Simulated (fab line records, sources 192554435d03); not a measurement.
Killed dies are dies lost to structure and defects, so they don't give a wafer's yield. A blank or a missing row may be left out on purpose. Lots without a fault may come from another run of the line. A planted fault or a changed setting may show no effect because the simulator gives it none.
Problem report in the 8D (eight disciplines) form, filled by code | flow n5_finfet | the parts of the form that need people (team, actions taken, sign-off) are left out

1. THE PROBLEM
raw_defect_count at N5_FIN_SAQP_INSPECT_40 reads a mean of 1108 on 1 wafer of 1 lot; wafers without a fault read 247 with a standard deviation of 66. That is +13 standard deviations from the usual mean.
The step: inspects for defects (brightfield).
First seen on wafer L350.5, day 5 08:02, on defect_inspect-01. The record holds 24 wafers of 8 lots with a number at this step. Rule for "out", or "out of limits": more than 4 standard deviations from the usual mean. The other wafers with a number count as sound.

2. WHAT IT IS AND WHAT IT IS NOT
question                    | is                | is not
which readings at this step | raw_defect_count  | -
which lots                  | L350              | L337, L339, L348, L356, L357, L358, L359
which wafers of those lots  | L350.5            | L350.1, L350.2
read on which gauges        | defect_inspect-01 | defect_inspect-02
when                        | from day 5 08:02  | up to then (11 sound wafers); but 12 sound wafers of L356, L357, L358, L359 came after

3. SUSPECTS, AND WHAT RULES EACH OUT
Counting: a tool at a process step up to the reading stays a suspect if it ran every lot that is out. Sound lots after the first of them don't rule it out here, since some wafers of a struck lot are sound.
- the gauge at N5_FIN_SAQP_INSPECT_40: ruled out. All the wafers that are out were read on defect_inspect-01, but those of them that N5_PASSIVATION_PROBE_49 has rows for are out there too, on other tools.
- vapor_etch-02 at N5_FIN_SAQP_RECESS_75 (chemistry HF/NH3, target SiO2, target depth 14.4 nm, afs cycles 3, sublimation time 60 s): kept. It ran the lot that is out, L350 (day 5 04:21); its last sound lot up to then is L348 (day 4 17:02).
- rie_si-05 at N5_FIN_SAQP_MANDREL1_REMOVE_56 (chemistry HBr/Cl2/O2, target a-Si, stops on SiNx, bt time 10 s): kept. It ran the lot that is out, L350 (day 5 05:32); its last sound lot up to then is L337 (day 2 00:25).
- rie_diel-06 at N5_FIN_SAQP_ETCH_69 (etches SOC in N2/H2, stops on SiNx, target depth 150 nm): kept. It ran the lot that is out, L350 (day 5 06:26); its last sound lot up to then is L339 (day 2 14:07).
- rie_si-03 at N5_FIN_SAQP_ETCH_64 (etches SiO2 in CF4, target depth 1.5 nm): kept. It ran the lot that is out, L350 (day 5 07:46); its last sound lot up to then is L348 (day 4 20:26).
- Within rie_si-03 at N5_FIN_SAQP_ETCH_64: the wafers that are out ran in chamber 0; their sound lot-mates ran in chambers 2, 3.
Left after counting: vapor_etch-02 at N5_FIN_SAQP_RECESS_75, rie_si-05 at N5_FIN_SAQP_MANDREL1_REMOVE_56, rie_diel-06 at N5_FIN_SAQP_ETCH_69, rie_si-03 at N5_FIN_SAQP_ETCH_64.

4. THE CAUSE (what the simulator had put in)
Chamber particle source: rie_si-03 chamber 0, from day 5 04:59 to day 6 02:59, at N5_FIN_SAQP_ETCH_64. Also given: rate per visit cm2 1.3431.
Counting left 4 suspects, and this tool is among them.

5. THE CHAIN OF EFFECTS, in route order
Each row: a reading whose mean over the struck wafers that have a number lies more than 3 standard deviations from the usual. Only readings for which the record gives a usual standard deviation are gone through. hours: the time from each lot's start at the first step in this table that gives one to its start at this step, as a median over the lots. sigmas: the change in usual standard deviations.
hours | step                    | reading              | usual  | on struck wafers | change | sigmas
0     | N5_FIN_SAQP_INSPECT_40  | raw_defect_count     | 247    | 1108             | +861   | +13
0     | N5_FIN_CUT_INSPECT_10   | raw_defect_count     | 44     | 892              | +848   | +65
253   | N5_PASSIVATION_PROBE_49 | defect_limited_yield | 91.0 % | 86.6             | -4.4   | -3.4
253   | N5_PASSIVATION_PROBE_49 | killed_at_front_end  | 43     | 99               | +56    | +5.1
253   | N5_PASSIVATION_PROBE_49 | killed_dies          | 106    | 158              | +52    | +3.5
253   | N5_PASSIVATION_PROBE_49 | killed_on_rim        | 14     | 29               | +15    | +3.8
253   | N5_PASSIVATION_PROBE_49 | sort_bin_5_function  | 5.3 %  | 8.8              | +3.5   | +4.0
253   | N5_PASSIVATION_PROBE_49 | sort_n_pass          | 1074   | 1022             | -52    | -3.5
253   | N5_PASSIVATION_PROBE_49 | sort_yield_pct       | 91.0 % | 86.6             | -4.4   | -3.4
The process steps in it:
- N5_PASSIVATION_PROBE_49
Later measuring or inspecting steps at which every struck wafer that the step has a row for has a number for every such reading, and none has moved that far: N5_BEOL_M4_RC_MEAS_101.

6. WHAT WOULD HAVE CAUGHT IT SOONER
In this record the first reading out of limits at a measuring or inspecting step was taken at day 5 08:02, 3 hours after the fault began at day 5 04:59.
Of the tool readings at N5_FIN_SAQP_ETCH_64 for which the record gives a usual standard deviation, none was out on any struck wafer, so an alarm limit of 4 standard deviations on them would not have fired.
All the lots that are out (1) had begun N5_FIN_SAQP_ETCH_64 on rie_si-03 by day 5 08:02. A hold on the tool at that time would have spared none of them.
